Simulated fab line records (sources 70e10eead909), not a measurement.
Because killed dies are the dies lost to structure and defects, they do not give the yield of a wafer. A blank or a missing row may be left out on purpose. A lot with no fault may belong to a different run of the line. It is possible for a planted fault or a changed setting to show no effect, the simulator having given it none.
Chamber matching / flow nandHarc / aldSin-02 running NHARC_P_GATE_ALD_36: 4 sister chambers
The step deposits SiNx, target thk 20 nm, pulse time 60 s, ald cycles 223. 16 wafers are shown with their chamber, then 8 later ones without.

EACH WAFER AND ITS CHAMBER
wafer=L077.3; chamber=0; heaterPowerW (W)=905; heaterPowerOuterW (W)=536; precursorPulseHeightRel=0.961
wafer=L077.2; chamber=1; heaterPowerW (W)=805; heaterPowerOuterW (W)=483; precursorPulseHeightRel=0.998
wafer=L077.5; chamber=2; heaterPowerW (W)=1110; heaterPowerOuterW (W)=676; precursorPulseHeightRel=0.965
wafer=L081.1; chamber=1; heaterPowerW (W)=801; heaterPowerOuterW (W)=475; precursorPulseHeightRel=0.954
wafer=L081.6; chamber=2; heaterPowerW (W)=1135; heaterPowerOuterW (W)=695; precursorPulseHeightRel=0.990
wafer=L081.4; chamber=1; heaterPowerW (W)=805; heaterPowerOuterW (W)=473; precursorPulseHeightRel=0.984
wafer=L084.4; chamber=0; heaterPowerW (W)=900; heaterPowerOuterW (W)=558; precursorPulseHeightRel=1.001
wafer=L084.1; chamber=1; heaterPowerW (W)=796; heaterPowerOuterW (W)=475; precursorPulseHeightRel=1.024
wafer=L084.2; chamber=2; heaterPowerW (W)=1095; heaterPowerOuterW (W)=695; precursorPulseHeightRel=0.976
wafer=L088.2; chamber=1; heaterPowerW (W)=817; heaterPowerOuterW (W)=470; precursorPulseHeightRel=0.992
wafer=L088.1; chamber=2; heaterPowerW (W)=1095; heaterPowerOuterW (W)=689; precursorPulseHeightRel=0.978
wafer=L088.4; chamber=3; heaterPowerW (W)=1013; heaterPowerOuterW (W)=639; precursorPulseHeightRel=1.001
wafer=L090.4; chamber=2; heaterPowerW (W)=1115; heaterPowerOuterW (W)=684; precursorPulseHeightRel=0.971
wafer=L090.1; chamber=3; heaterPowerW (W)=1032; heaterPowerOuterW (W)=663; precursorPulseHeightRel=0.969
wafer=L090.6; chamber=1; heaterPowerW (W)=804; heaterPowerOuterW (W)=475; precursorPulseHeightRel=0.997
wafer=L091.2; chamber=0; heaterPowerW (W)=879; heaterPowerOuterW (W)=539; precursorPulseHeightRel=1.006

SIGNATURES (means of the wafers above)
reading=heaterPowerW; chamber 0=894.67; chamber 1=804.67; chamber 2=1110.00; chamber 3=1022.50; scatter within a chamber=12.6
reading=heaterPowerOuterW; chamber 0=544.33; chamber 1=475.17; chamber 2=687.80; chamber 3=651.00; scatter within a chamber=8.78
reading=precursorPulseHeightRel; chamber 0=0.98933; chamber 1=0.99150; chamber 2=0.97600; chamber 3=0.98500; scatter within a chamber=0.0197
Rule: for each reading, subtract the chamber's mean from the wafer's reading, divide by that reading's scatter and square the result; add these up over the readings and take the root, which gives the wafer's distance from the chamber. The wafer belongs to the nearest chamber; if the next one is less than 2 further off, it can't be placed. The scatter: take each reading less its chamber's mean, square it, sum over the shown wafers, divide by the number of wafers less the number of chambers, and take the root.

WAFERS MISSING THEIR CHAMBER
wafer=L091.1; heaterPowerW (W)=787; heaterPowerOuterW (W)=486; precursorPulseHeightRel=1.015
wafer=L091.3; heaterPowerW (W)=1027; heaterPowerOuterW (W)=663; precursorPulseHeightRel=0.991
wafer=L094.2; heaterPowerW (W)=1080; heaterPowerOuterW (W)=695; precursorPulseHeightRel=0.990
wafer=L094.4; heaterPowerW (W)=885; heaterPowerOuterW (W)=546; precursorPulseHeightRel=1.006
wafer=L094.6; heaterPowerW (W)=1104; heaterPowerOuterW (W)=678; precursorPulseHeightRel=0.989
wafer=L096.1; heaterPowerW (W)=1071; heaterPowerOuterW (W)=685; precursorPulseHeightRel=1.042
wafer=L096.5; heaterPowerW (W)=796; heaterPowerOuterW (W)=478; precursorPulseHeightRel=1.002
wafer=L096.6; heaterPowerW (W)=1119; heaterPowerOuterW (W)=699; precursorPulseHeightRel=0.999

WHICH CHAMBER EACH ONE RAN IN
wafer=L091.1; from the rows above=1; in truth=1
wafer=L091.3; from the rows above=3; in truth=3
wafer=L094.2; from the rows above=2; in truth=2
wafer=L094.4; from the rows above=0; in truth=0
wafer=L094.6; from the rows above=2; in truth=2
wafer=L096.1; from the rows above=can't be placed: 2 or 3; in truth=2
wafer=L096.5; from the rows above=1; in truth=1
wafer=L096.6; from the rows above=2; in truth=2
7 of 8 placed correctly. Cannot be placed on the basis of these rows: 1; the candidates contain the true chamber in 1. Placed wrongly: 0.
